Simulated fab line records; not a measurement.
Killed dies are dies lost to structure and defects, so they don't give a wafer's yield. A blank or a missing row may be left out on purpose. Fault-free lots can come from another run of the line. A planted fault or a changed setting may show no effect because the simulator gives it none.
Matching of chambers | flow nandHarc | 4 sister chambers for NHARC_P_BONDPAD_DESCUM_11 on rieDiel-11
The step chemistry O2, time 3 s. 8 wafers are shown with their chamber, then 12 later ones without.

== EACH WAFER AND ITS CHAMBER ==
wafer  | chamber | drypumpMotorCurrentA (A) | throttleValvePct (%)
L084.1 | 1       | 5.3                      | 11.309
L085.1 | 1       | 5.3                      | 11.305
L085.5 | 3       | 6.1                      | 11.323
L089.2 | 0       | 6.1                      | 11.316
L089.3 | 3       | 6.2                      | 11.302
L092.1 | 2       | 4.9                      | 11.295
L092.3 | 0       | 6.1                      | 11.319
L092.6 | 2       | 4.9                      | 11.305

== WAFERS MISSING THEIR CHAMBER ==
wafer  | drypumpMotorCurrentA (A) | throttleValvePct (%)
L093.1 | 6.1                      | 11.316
L093.2 | 6.2                      | 11.289
L093.3 | 4.9                      | 11.326
L093.4 | 5.3                      | 11.309
L093.5 | 4.9                      | 11.309
L093.6 | 6.2                      | 11.314
L094.1 | 5.3                      | 11.301
L094.2 | 6.2                      | 11.312
L094.3 | 6.1                      | 11.305
L094.4 | 4.9                      | 11.306
L094.5 | 6.1                      | 11.325
L094.6 | 5.3                      | 11.313

== CHAMBER TAKEN BY EACH ==
wafer  | from the rows above     | in truth
L093.1 | can't be placed: 0 or 3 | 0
L093.2 | can't be placed: 3 or 0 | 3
L093.3 | 2                       | 2
L093.4 | 1                       | 1
L093.5 | 2                       | 2
L093.6 | can't be placed: 3 or 0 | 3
L094.1 | 1                       | 1
L094.2 | can't be placed: 3 or 0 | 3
L094.3 | can't be placed: 0 or 3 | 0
L094.4 | 2                       | 2
L094.5 | can't be placed: 0 or 3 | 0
L094.6 | 1                       | 1
Correctly placed: 6 of 12. These rows do not allow placing 6 (true chamber among the candidates in 6). Number placed wrongly: 0.
How it was worked out, from the rows above alone: a wafer's distance from a chamber is the root of the sum, over the readings, of the square of ((its reading less the chamber's mean) divided by the reading's scatter). The wafer belongs to the nearest chamber; if the next one is less than 2 further off, it can't be placed. The mean given for a chamber averages the wafers shown for that chamber. The scatter is the square root of a quotient: the sum, over the shown wafers, of each reading's squared deviation from its chamber's mean, divided by wafers minus chambers.
